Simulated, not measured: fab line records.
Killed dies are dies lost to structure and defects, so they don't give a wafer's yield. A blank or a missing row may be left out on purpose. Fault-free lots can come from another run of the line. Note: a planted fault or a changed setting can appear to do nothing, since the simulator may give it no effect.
Struck lot and sound lot, side by side ; flow n5-finfet ; 15 steps out of a route of 1938
Sound: wafers L486.2, L486.4, L486.6. Struck: wafers L496.3, L496.5, L496.6. The cause is named last.
Per side, at each step with rows, come the tool, then ch with its chambers, and then its first start. Under that, the readings that differ: sound wafers ; struck wafers ; difference of the means ; sigmas: that difference in standard deviations of wafers without a fault.
alike: same words and numbers on both sides, and readings whose means sit less than 2 such deviations apart. not compared: any withheld reading, any reading some wafer has no value for, any bound like >300 that may hide the same value, and any number with overlapping values for which the record gives no deviation.
The two part at a step that has a row with sigmas, a row that says differs or no value, or rows on one side only. Numbers that have no deviation but don't overlap get no sigmas and don't part them. A reading that every wafer of one side lacks parts them only if that side has two wafers or more.

first, 1 step without rows for these wafers: N5_BEOL_M0_SAQP_DEVELOP_13 (develop time 30 s).
N5_BEOL_M0_SAQP_CD_MEAS_14 targets a cd of 42.5 nm.
  sound on cd-sem-02 ch 0, day 5 16:26; struck on cd-sem-02 ch 0, day 7 23:11
  alike: cd-nm
N5_BEOL_M0_SAQP_OVL_MEAS_15:
  sound on overlay-01 ch 0, day 5 16:28; struck on overlay-01 ch 0, day 7 23:12
  alike: M0_CORE_OVL
N5_BEOL_M0_SAQP_INSPECT_16: inspects for defects (brightfield).
  sound on defect-inspect-01, day 5 16:29; struck on defect-inspect-01, day 7 23:14
  alike: raw-defect-count
N5_BEOL_M0_SAQP_DESCUM_19: chemistry O2, time 7.9 s.
  sound on rie-diel-01 ch 1,2, day 5 16:34; struck on rie-diel-01 ch 0,3, day 7 23:16
  alike: drypump-motor-current-A, oes-product-au, rf-vpp-V, showerhead-plenum-p-Torr, throttle-valve-pct
  not compared: rf-hours-counter-h
then, 1 step without rows for these wafers: N5_BEOL_M0_SAQP_ETCH_83 (etches SiARC in CF4, target depth 39 nm, time 65 s).
N5_BEOL_M0_SAQP_ETCH_84: etches SOC in N2/H2, target depth 100 nm, overetch 20 nm, time 150 s.
  sound on rie-diel-01 ch 1,2, day 5 16:40; struck on rie-diel-01 ch 0,3, day 7 23:21
  alike: bias-w, drypump-motor-current-A, oes-product-au, rf-vpp-V, showerhead-plenum-p-Torr, throttle-valve-pct
  not compared: rf-hours-counter-h
then, 1 step without rows for these wafers: N5_BEOL_M0_SAQP_STRIP_80 (strips in N2/H2).
N5_BEOL_M0_SAQP_HM_OPEN_112: chemistry CHF3/O2, target SiO2, stops on a-Si, target depth 12 nm, time 13.5 s.
  sound on rie-diel-01 ch 1,2, day 5 16:46; struck on rie-diel-01 ch 0,3, day 7 23:27
  alike: O2_flow_sccm, bias-w, drypump-motor-current-A, mfc-ar-sccm, oes-product-au, rf-vpp-V, showerhead-plenum-p-Torr, throttle-valve-pct
  not compared: rf-hours-counter-h
then, 1 step without rows for these wafers: N5_BEOL_M0_SAQP_STRIP_113 (strips in CHF3/O2).
N5_BEOL_M0_SAQP_MANDREL_ETCH_20: etches a-Si in HBr/Cl2, stops on SiNx, target depth 60 nm, bt time 10 s, time 30 s.
  sound on rie-si-05 ch 2,3, day 5 16:51; struck on rie-si-04 ch 2,3, day 7 23:32
  alike: bias-w, drypump-motor-current-A, oes-product-au, throttle-valve-pct
  not compared: rf-hours-counter-h
N5_BEOL_M0_SAQP_STRIP_86: strips in N2/H2.
  sound on rie-diel-05 ch 0,1,2, day 5 17:11; struck on rie-diel-05 ch 0,1, day 7 23:41
  alike: bias-power-w, chamber-pressure-mTorr, drypump-motor-current-A, oes-product-au, rf-vpp-V, showerhead-plenum-p-Torr, throttle-valve-pct
  not compared: rf-hours-counter-h
N5_BEOL_M0_SAQP_STRIP_115: strips in post etch residue remover, time 60 s.
  sound on wet-bench-04 ch 1,2,3, day 5 17:16; struck on wet-bench-04 ch 3,6,7, day 7 23:45
  no value came back on the struck wafers for run-length-s (s), temp-c (C); on the sound wafers run-length-s (s) reads 64.1 68.3 66.0
then, 1 step without rows for these wafers: N5_BEOL_M0_SAQP_SRD_93 (time 30 s).
N5_BEOL_M4_RC_MEAS_101:
  sound on prober-02 ch 0, day 7 18:35; struck on prober-01 ch 0, day 9 22:35
  alike: DIBL_N, DIBL_P, IOFF_N, IOFF_P, ION_N, ION_P, SS_N, SS_P, VT_N, VT_P

## WHERE THEY PART
Only at N5_BEOL_M0_SAQP_STRIP_115, as far as this record shows. Later steps at which nothing parts them and some readings are alike: N5_BEOL_M4_RC_MEAS_101.

WHY: what the simulator had put in
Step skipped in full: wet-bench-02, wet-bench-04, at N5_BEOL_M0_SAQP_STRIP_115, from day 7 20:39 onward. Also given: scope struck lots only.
